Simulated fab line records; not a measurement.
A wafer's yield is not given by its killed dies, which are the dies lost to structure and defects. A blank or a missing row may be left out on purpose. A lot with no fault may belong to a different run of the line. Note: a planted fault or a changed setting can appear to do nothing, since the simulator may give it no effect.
Code-filled problem report in 8D (eight disciplines) form	flow nand-harc	the parts of the form that need people (team, actions taken, sign-off) are left out

1. WHAT IS WRONG
At NHARC_A_CHANNEL_HOLE_D2_INSPECT_40, raw-defect-count averages 762 over 3 wafers from 2 lots, while fault-free wafers read 277, standard deviation 70. Measured from the usual mean, that is +6.9 standard deviations.
The first sign was on wafer L643.4 at day 17 15:44, on defect-inspect-01. Wafers with a number at this step in the record: 31, from 11 lots. Rule for "out", or "out of limits": more than 4 standard deviations from the usual mean. The other wafers with a number count as sound.

2. WHAT IT IS; WHAT IT IS NOT
question	is	is not
which readings at this step	raw-defect-count	-
which lots	L643, L645	L634, L636, L648, L650, L652, L653, L654, L656, L657
which wafers of those lots	L643.4, L645.3, L645.6	L645.5
read on which gauges	defect-inspect-01	defect-inspect-02
when	from day 17 15:44	up to then (6 sound wafers); but 22 sound wafers of L645, L648, L650, L652, L653, L654, L656, L657 came after

3. SUSPECTS, AND WHAT RULES EACH OUT
Counting: if a tool at a process step up to the reading ran every lot that is out, it stays a suspect. Sound lots after the first of them don't rule it out here, since some wafers of a struck lot are sound.
- the gauge at NHARC_A_CHANNEL_HOLE_D2_INSPECT_40: kept. All the wafers that are out were read on defect-inspect-01, and no step on other tools shows them out.
- har-etch-01 at NHARC_A_CHANNEL_HOLE_D2_ETCH_20 (etches the open film in C4F8/O2/Ar, time 361.9 s, target depth 1600 nm): kept. Ran every lot that is out, first one L643 (day 17 09:50); last sound lot up to then L636 (day 14 08:31).
- har-etch-01 at NHARC_A_CHANNEL_HOLE_D2_ETCH_24 (etches the open film in C4F8/O2/Ar, time 906.2 s, target depth 1500 nm): kept. Ran every lot that is out, first one L643 (day 17 12:00); last sound lot up to then L636 (day 14 10:37).
- rie-diel-06 at NHARC_A_CHANNEL_HOLE_D2_ETCH_44 (etches the open film in CF4/O2, target depth 140 nm, overetch 14 nm, time 77 s): kept. Ran every lot that is out, first one L643 (day 17 14:47); last sound lot up to then L636 (day 14 13:06).
- The sound lot-mates ran in chamber 1 of har-etch-01 at NHARC_A_CHANNEL_HOLE_D2_ETCH_20, but the wafers that are out ran in chamber 0.
- The sound lot-mates ran in chamber 1 of har-etch-01 at NHARC_A_CHANNEL_HOLE_D2_ETCH_24, but the wafers that are out ran in chamber 0.
Left after counting: har-etch-01 at NHARC_A_CHANNEL_HOLE_D2_ETCH_20, har-etch-01 at NHARC_A_CHANNEL_HOLE_D2_ETCH_24, rie-diel-06 at NHARC_A_CHANNEL_HOLE_D2_ETCH_44, defect-inspect-01 at NHARC_A_CHANNEL_HOLE_D2_INSPECT_40.

4. THE CAUSE (what the simulator had put in)
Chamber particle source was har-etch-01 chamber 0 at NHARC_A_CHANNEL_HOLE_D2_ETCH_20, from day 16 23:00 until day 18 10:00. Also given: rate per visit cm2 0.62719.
4 suspects survive the count, and this tool is in that group.

5. THE CHAIN OF EFFECTS, in route order
One row per reading whose mean, taken over the struck wafers that have a number, lies over 3 standard deviations from the usual. Readings are gone through only where the record gives a usual standard deviation; hours: the median, over the lots, of the time from a lot's start at the first step in this table giving one to that lot's start at this step; sigmas: the change measured in usual standard deviations.
hours	step	reading	usual	on struck wafers	change	sigmas
0	NHARC_A_CHANNEL_HOLE_D2_INSPECT_40	raw-defect-count	277	762	+485	+6.9
At these later measuring or inspecting steps, every struck wafer for which the step has a row has a number for every such reading, and none has moved that far: NHARC_END_SORT_01.

6. WHAT WOULD HAVE CAUGHT IT SOONER
17 hours passed between the start of the fault at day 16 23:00 and the first reading out of limits at a measuring or inspecting step in this record, taken at day 17 15:44.
An alarm limit of 4 standard deviations would not have fired on the tool readings at NHARC_A_CHANNEL_HOLE_D2_ETCH_20 for which the record gives a usual standard deviation, since none of them was out on any struck wafer.
L645, from the lots that are out (2), started NHARC_A_CHANNEL_HOLE_D2_ETCH_20 on har-etch-01 later than day 17 15:44. Holding the tool at that time would have saved it.
